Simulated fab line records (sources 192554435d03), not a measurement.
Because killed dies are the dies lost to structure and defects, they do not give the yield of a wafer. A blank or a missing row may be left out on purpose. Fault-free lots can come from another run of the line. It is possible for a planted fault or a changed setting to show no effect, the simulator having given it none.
A single fault, viewed from 2 desks -- flow n5Finfet -- what lay behind the numbers comes last; until then each desk has only its own

FROM THE METROLOGY DESK
What the gauges read for every lot (on any tool): the sampled wafers with a number, averaged. A lot is out of limits, marked OUT, if its mean lies more than 4 standard deviations from the usual mean; the brackets give that distance. Readings shown: 7 of its 10, picked as those furthest out on some lot.
Columns: A = DIBL_N at N5_BEOL_M4_RC_MEAS_101, usual 37.5 mV/V; B = DIBL_P at N5_BEOL_M4_RC_MEAS_101, usual 38 mV/V; C = IOFF_P at N5_BEOL_M4_RC_MEAS_101, usual 0.24 nA/um; D = ION_N at N5_BEOL_M4_RC_MEAS_101, usual 679 uA/um; E = ION_P at N5_BEOL_M4_RC_MEAS_101, usual 465 uA/um; F = VT_N at N5_BEOL_M4_RC_MEAS_101, usual 248 mV; G = VT_P at N5_BEOL_M4_RC_MEAS_101, usual -249 mV
lot,first seen here,A,B,C,D,E,F,G
L379,day 7 19:30,38.9,39,0.25,678,462,249,-248
L389,day 11 11:25,35.8,37,0.27,692,479,245,-246
L391,day 11 13:23,36.7,36,0.20,662,450,248,-253
L401,day 13 23:58,36.7,38,0.22,678,463,249,-250
Result from this desk: across the 4 lots, nothing is out of limits.

TOOL OWNER'S DESK, pecvd-03
The tool's own readings at N5_BEOL_M0_SAQP_PECVD_97 (deposits SiNx from SiH4/NH3/N2, target thk 23 nm, time 19.9 s): means of the sampled wafers that have a number, for each lot that ran on this tool. A lot is out of limits, marked OUT, if its mean lies more than 4 standard deviations from the usual mean; the brackets give that distance.
Columns: A = heaterPowerW at N5_BEOL_M0_SAQP_PECVD_97, usual 545 W; B = showerheadPlenumPTorr at N5_BEOL_M0_SAQP_PECVD_97, usual 5.14 Torr; C = throttleValvePct at N5_BEOL_M0_SAQP_PECVD_97, usual 40.0 %
lot,first seen here,A,B,C
L379,day 5 08:59,604,5.15,40.4
L389,day 8 07:10,664,5.12,40.7
L391,day 8 12:52,707,5.11,40.9
Result from this desk: across the 3 lots, nothing is out of limits.

PUT TOGETHER
Metrology desk: nothing out of limits seen.
The desk of the tool owner found nothing out of limits.

WHAT THE SIMULATOR HAD PUT IN
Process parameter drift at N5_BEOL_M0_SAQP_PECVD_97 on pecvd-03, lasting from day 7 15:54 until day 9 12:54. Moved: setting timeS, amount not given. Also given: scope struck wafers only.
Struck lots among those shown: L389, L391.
